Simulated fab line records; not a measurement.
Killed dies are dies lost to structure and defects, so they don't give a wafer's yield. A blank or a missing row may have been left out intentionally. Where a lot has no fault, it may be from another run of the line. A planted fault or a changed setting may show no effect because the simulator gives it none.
Chamber matching / flow n5_finfet / 4 sister chambers for N5_BEOL_M12_TRENCH_ETCH_34 on rie_diel-06
The step etches SiOC in C4F8/O2/Ar, target depth 318.95 nm, time 125.5 s. 18 wafers are shown with their chamber, then 9 later ones without.

WAFERS WITH THEIR CHAMBER
wafer=L079.1; chamber=3; throttle_valve_pct (%)=23.68; showerhead_plenum_p_Torr (Torr)=3.32; oes_product_au (a.u.)=0.84
wafer=L079.3; chamber=0; throttle_valve_pct (%)=24.51; showerhead_plenum_p_Torr (Torr)=3.53; oes_product_au (a.u.)=0.72
wafer=L079.4; chamber=1; throttle_valve_pct (%)=23.76; showerhead_plenum_p_Torr (Torr)=3.44; oes_product_au (a.u.)=0.79
wafer=L082.2; chamber=0; throttle_valve_pct (%)=24.54; showerhead_plenum_p_Torr (Torr)=3.52; oes_product_au (a.u.)=0.70
wafer=L082.3; chamber=2; throttle_valve_pct (%)=24.00; showerhead_plenum_p_Torr (Torr)=3.43; oes_product_au (a.u.)=0.87
wafer=L082.6; chamber=3; throttle_valve_pct (%)=23.69; showerhead_plenum_p_Torr (Torr)=3.32; oes_product_au (a.u.)=0.83
wafer=L087.1; chamber=2; throttle_valve_pct (%)=24.02; showerhead_plenum_p_Torr (Torr)=3.42; oes_product_au (a.u.)=0.86
wafer=L087.2; chamber=1; throttle_valve_pct (%)=23.76; showerhead_plenum_p_Torr (Torr)=3.43; oes_product_au (a.u.)=0.77
wafer=L087.4; chamber=3; throttle_valve_pct (%)=23.69; showerhead_plenum_p_Torr (Torr)=3.31; oes_product_au (a.u.)=0.81
wafer=L090.1; chamber=2; throttle_valve_pct (%)=24.04; showerhead_plenum_p_Torr (Torr)=3.42; oes_product_au (a.u.)=0.85
wafer=L090.2; chamber=0; throttle_valve_pct (%)=24.54; showerhead_plenum_p_Torr (Torr)=3.52; oes_product_au (a.u.)=0.71
wafer=L090.6; chamber=0; throttle_valve_pct (%)=24.54; showerhead_plenum_p_Torr (Torr)=3.52; oes_product_au (a.u.)=0.70
wafer=L089.2; chamber=0; throttle_valve_pct (%)=24.54; showerhead_plenum_p_Torr (Torr)=3.51; oes_product_au (a.u.)=0.70
wafer=L089.3; chamber=2; throttle_valve_pct (%)=24.03; showerhead_plenum_p_Torr (Torr)=3.42; oes_product_au (a.u.)=0.84
wafer=L089.6; chamber=2; throttle_valve_pct (%)=24.03; showerhead_plenum_p_Torr (Torr)=3.42; oes_product_au (a.u.)=0.85
wafer=L093.1; chamber=1; throttle_valve_pct (%)=23.80; showerhead_plenum_p_Torr (Torr)=3.42; oes_product_au (a.u.)=0.77
wafer=L093.5; chamber=3; throttle_valve_pct (%)=23.73; showerhead_plenum_p_Torr (Torr)=3.30; oes_product_au (a.u.)=0.81
wafer=L093.6; chamber=0; throttle_valve_pct (%)=24.56; showerhead_plenum_p_Torr (Torr)=3.51; oes_product_au (a.u.)=0.70

SIGNATURES (means of the wafers above)
reading=throttle_valve_pct; chamber 0=24.5383; chamber 1=23.7733; chamber 2=24.0240; chamber 3=23.6975; scatter within a chamber=0.0184
reading=showerhead_plenum_p_Torr; chamber 0=3.5183; chamber 1=3.4300; chamber 2=3.4220; chamber 3=3.3125; scatter within a chamber=0.00774
reading=oes_product_au; chamber 0=0.7050; chamber 1=0.7767; chamber 2=0.8540; chamber 3=0.8225; scatter within a chamber=0.0114
Rule: for a wafer and a chamber, the distance is found by dividing, reading by reading, the gap between the wafer's reading and the chamber's mean by the reading's scatter, squaring, summing and taking the root. The wafer belongs to the nearest chamber; if the next one is less than 2 further off, it can't be placed. The scatter: the root of (the sum of the squares of (reading less its chamber's mean) over the shown wafers, divided by (wafers less chambers)).

WAFERS MISSING THEIR CHAMBER
wafer=L092.2; throttle_valve_pct (%)=23.80; showerhead_plenum_p_Torr (Torr)=3.42; oes_product_au (a.u.)=0.77
wafer=L092.4; throttle_valve_pct (%)=24.03; showerhead_plenum_p_Torr (Torr)=3.42; oes_product_au (a.u.)=0.84
wafer=L092.6; throttle_valve_pct (%)=23.72; showerhead_plenum_p_Torr (Torr)=3.30; oes_product_au (a.u.)=0.81
wafer=L094.2; throttle_valve_pct (%)=24.04; showerhead_plenum_p_Torr (Torr)=3.42; oes_product_au (a.u.)=0.84
wafer=L094.3; throttle_valve_pct (%)=24.55; showerhead_plenum_p_Torr (Torr)=3.51; oes_product_au (a.u.)=0.69
wafer=L094.5; throttle_valve_pct (%)=24.54; showerhead_plenum_p_Torr (Torr)=3.51; oes_product_au (a.u.)=0.70
wafer=L097.1; throttle_valve_pct (%)=23.73; showerhead_plenum_p_Torr (Torr)=3.30; oes_product_au (a.u.)=0.78
wafer=L097.4; throttle_valve_pct (%)=24.06; showerhead_plenum_p_Torr (Torr)=3.41; oes_product_au (a.u.)=0.82
wafer=L097.5; throttle_valve_pct (%)=23.82; showerhead_plenum_p_Torr (Torr)=3.41; oes_product_au (a.u.)=0.75

WHICH CHAMBER EACH ONE RAN IN
wafer=L092.2; from the rows above=1; in truth=1
wafer=L092.4; from the rows above=2; in truth=2
wafer=L092.6; from the rows above=3; in truth=3
wafer=L094.2; from the rows above=2; in truth=2
wafer=L094.3; from the rows above=0; in truth=0
wafer=L094.5; from the rows above=0; in truth=0
wafer=L097.1; from the rows above=3; in truth=3
wafer=L097.4; from the rows above=2; in truth=2
wafer=L097.5; from the rows above=1; in truth=1
Correctly placed: 9 of 9. Left unplaced by these rows: 0. Wrongly placed: 0.
